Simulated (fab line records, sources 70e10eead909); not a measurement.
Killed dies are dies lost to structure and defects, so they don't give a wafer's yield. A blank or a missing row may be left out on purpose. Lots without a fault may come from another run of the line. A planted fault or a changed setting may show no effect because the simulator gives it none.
Which tool did it? | flow nand_harc | 13 lots, 38 wafers sampled, at 4 steps of a route of 1302

WHAT THE GAUGES READ, wafer by wafer
NHARC_P_ZERO_WELL_CD_MEAS_24: target cd 720 nm.
lot  | measured     | on        | cd_nm (nm)
L114 | day 1 22:28  | cd_sem-02 | 721.1 718.5 718.6
L117 | day 3 05:00  | cd_sem-03 | 719.4 720.2 719.8
L118 | day 3 14:35  | cd_sem-03 | 721.8 718.5 721.5
L119 | day 4 00:36  | cd_sem-01 | 719.7 720.3 718.7
L121 | day 4 20:35  | cd_sem-01 | 719.4 719.7 718.3
L122 | day 5 06:41  | cd_sem-01 | 716.9 718.4 717.8
L123 | day 5 16:35  | cd_sem-01 | 718.7 719.8 719.0
L124 | day 6 02:28  | cd_sem-02 | 719.0 719.0 720.8
L125 | day 6 12:45  | cd_sem-02 | 718.0 720.1 719.4
L132 | day 9 11:07  | cd_sem-01 | 717.5 715.1
L134 | day 10 06:38 | cd_sem-02 | 718.5 718.2 719.0
L135 | day 10 16:29 | cd_sem-02 | 717.5 718.3 719.8
L137 | day 11 12:28 | cd_sem-02 | 718.0 722.3 719.0

NHARC_P_ZERO_WELL_INSPECT_43.
lot  | measured     | on                | raw_defect_count
L114 | day 2 06:03  | defect_inspect-02 | 13 7 8
L117 | day 3 09:50  | defect_inspect-02 | 10 16 16
L118 | day 3 19:40  | defect_inspect-01 | 18 12 4
L119 | day 4 05:33  | defect_inspect-01 | 16 15 13
L121 | day 5 01:49  | defect_inspect-01 | 10 8 9
L122 | day 5 11:40  | defect_inspect-01 | 8 12 11
L123 | day 5 21:42  | defect_inspect-02 | 16 11 6
L124 | day 6 07:38  | defect_inspect-01 | 14 11 12
L125 | day 6 17:42  | defect_inspect-01 | 23 14 9
L132 | day 9 16:05  | defect_inspect-01 | 9 13
L134 | day 10 11:45 | defect_inspect-01 | 14 9 17
L135 | day 10 21:29 | defect_inspect-02 | 9 12 6
L137 | day 11 17:34 | defect_inspect-02 | 6 8 14

WHICH TOOL RAN EACH LOT (tool, then ch and the chambers of the sampled wafers, then the start)
lot  | NHARC_P_ZERO_WELL_ETCH_65          | NHARC_P_ZERO_WELL_ETCH_63
L114 | rie_diel-01 ch 0,1,3, day 1 21:29  | rie_si-03 ch 2,3, day 1 21:39
L117 | rie_diel-06 ch 0,2,3, day 3 03:49  | rie_si-02 ch 0,3, day 3 04:05
L118 | rie_diel-01 ch 0,1, day 3 13:29    | rie_si-02 ch 0,2,3, day 3 13:41
L119 | rie_diel-01 ch 0,2,3, day 3 23:31  | rie_si-03 ch 0,3, day 3 23:41
L121 | rie_diel-06 ch 1,2,3, day 4 19:23  | rie_si-02 ch 0,1, day 4 19:36
L122 | rie_diel-01 ch 0,1,2, day 5 05:35  | rie_si-03 ch 0,1, day 5 05:45
L123 | rie_diel-01 ch 0,1,2, day 5 15:30  | rie_si-05 ch 1,2, day 5 15:40
L124 | rie_diel-06 ch 0,2, day 6 01:22    | rie_si-03 ch 0,1,3, day 6 01:32
L125 | rie_diel-01 ch 0,2,3, day 6 11:39  | rie_si-03 ch 0,1,2, day 6 11:49
L132 | rie_diel-06 ch 0,3, day 9 10:09    | rie_si-02 ch 0,2, day 9 10:20
L134 | rie_diel-01 ch 0,1, day 10 05:31   | rie_si-02 ch 1,2,3, day 10 05:44
L135 | rie_diel-08 ch 0,1, day 10 15:30   | rie_si-02 ch 0,1,2, day 10 15:41
L137 | rie_diel-08 ch 0,2,3, day 11 11:30 | rie_si-05 ch 1,2, day 11 11:40
- NHARC_P_ZERO_WELL_ETCH_65: etches the open film in N2/H2, target depth 80 nm, overetch 24 nm, time 87.88 s.
- NHARC_P_ZERO_WELL_ETCH_63: etches the open film in HBr/Cl2, target depth 120 nm, time 40.1 s.

WHAT THE TOOLS THEMSELVES READ (means of the sampled wafers that have a number; where no wafer has one, the mark that the record gives instead)
NHARC_P_ZERO_WELL_ETCH_65.
lot  | tool        | chamber_pressure_mTorr (mTorr) | drypump_motor_current_A (A) | oes_product_au (a.u.) | rf_vpp_V (V) | showerhead_plenum_p_Torr (Torr) | throttle_valve_pct (%)
L114 | rie_diel-01 | 30.008                         | 5.9                         | 1.021                 | 429.8        | 2.01                            | 14.164
L117 | rie_diel-06 | 29.992                         | 5.2                         | 0.998                 | 427.8        | 1.93                            | 14.164
L118 | rie_diel-01 | 29.966                         | 6.2                         | 1.005                 | 429.8        | 2.01                            | 14.165
L119 | rie_diel-01 | 30.005                         | 5.8                         | 1.017                 | 431.0        | 2.06                            | 14.170
L121 | rie_diel-06 | 29.982                         | 5.0                         | 0.989                 | 427.0        | 1.91                            | 14.180
L122 | rie_diel-01 | 29.994                         | 6.1                         | 1.012                 | 430.8        | 2.05                            | 14.175
L123 | rie_diel-01 | 30.007                         | 6.1                         | 1.002                 | 431.3        | 2.05                            | 14.176
L124 | rie_diel-06 | 30.022                         | 5.4                         | 0.998                 | 426.7        | 1.92                            | 14.170
L125 | rie_diel-01 | 29.990                         | 5.8                         | 1.005                 | 430.8        | 2.05                            | 14.175
L132 | rie_diel-06 | 30.036                         | 5.4                         | 1.000                 | 426.5        | 1.92                            | 14.167
L134 | rie_diel-01 | 30.003                         | 6.2                         | 1.010                 | 428.8        | 1.99                            | 14.167
L135 | rie_diel-08 | 30.022                         | 5.0                         | 1.005                 | 429.5        | 2.00                            | 14.163
L137 | rie_diel-08 | 29.987                         | 5.0                         | 0.996                 | 431.2        | 2.05                            | 14.182

NHARC_P_ZERO_WELL_ETCH_63.
lot  | tool      | chamber_pressure_mTorr (mTorr) | drypump_motor_current_A (A) | oes_product_au (a.u.) | throttle_valve_pct (%)
L114 | rie_si-03 | 14.994                         | 5.5                         | 0.994                 | 26.408
L117 | rie_si-02 | 14.987                         | 6.0                         | 0.999                 | 26.409
L118 | rie_si-02 | 14.984                         | 5.8                         | 1.006                 | 26.409
L119 | rie_si-03 | 15.006                         | 6.1                         | 1.009                 | 26.412
L121 | rie_si-02 | 15.005                         | 6.0                         | 0.998                 | 26.420
L122 | rie_si-03 | 14.996                         | 6.1                         | 1.015                 | 26.405
L123 | rie_si-05 | 15.000                         | 6.2                         | 1.012                 | 26.405
L124 | rie_si-03 | 15.011                         | 5.9                         | 1.013                 | 26.409
L125 | rie_si-03 | 14.997                         | 5.7                         | 1.015                 | 26.403
L132 | rie_si-02 | 14.995                         | 5.8                         | 1.156                 | 26.413
L134 | rie_si-02 | 15.000                         | 5.7                         | 1.211                 | 26.408
L135 | rie_si-02 | 14.994                         | 5.9                         | 1.201                 | 26.413
L137 | rie_si-05 | 14.986                         | 6.2                         | 1.009                 | 26.397

THE ANSWER, worked out from the rows above alone
Rule: what is usual is taken from the lots themselves. Put in order of their means at a reading, lots are off if they are a third of the lots or fewer, leave a main group of 4 or more, and stand apart from it by a gap of 3 or more times the standard deviation of the main group's means; of several such gaps the widest counts. A main group whose means are all the same, to the digits that the tables above print for the reading, isn't used. A lot without any number at a reading at which 4 lots or more have one is off too. The other lots that the step has rows for count as sound. The gauges are gone through in route order, then the tools' own readings, and for those a lot's mean is taken as printed above. The first step at which some lot is off is used, and at that step the reading that is off furthest; a lot without a number counts as furthest.
Off: L132, L134, L135, at NHARC_P_ZERO_WELL_ETCH_63 (oes_product_au). The main group: mean 1.007 a.u., standard deviation 0.0072.
A tool fits if, at that step or a process step before it, it ran every lot that is off, and no sound lot after the first of them. One fits: rie_si-02 at NHARC_P_ZERO_WELL_ETCH_63. Its last sound lot is L121 (day 4 19:36), its first lot that is off L132 (day 9 10:20): a fault that began between those two fits.
The tool's own readings at NHARC_P_ZERO_WELL_ETCH_63 bear it out: on the lots that are off they differ by more than 5 times the standard deviation of the sound lots' means. oes_product_au reads 1.189 a.u. there against 1.007 a.u. on the sound lots.

WHAT THE SIMULATOR HAD PUT IN
Process parameter drift: rie_si-02, from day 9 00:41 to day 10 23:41, at NHARC_P_ZERO_WELL_ETCH_63. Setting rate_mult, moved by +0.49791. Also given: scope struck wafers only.
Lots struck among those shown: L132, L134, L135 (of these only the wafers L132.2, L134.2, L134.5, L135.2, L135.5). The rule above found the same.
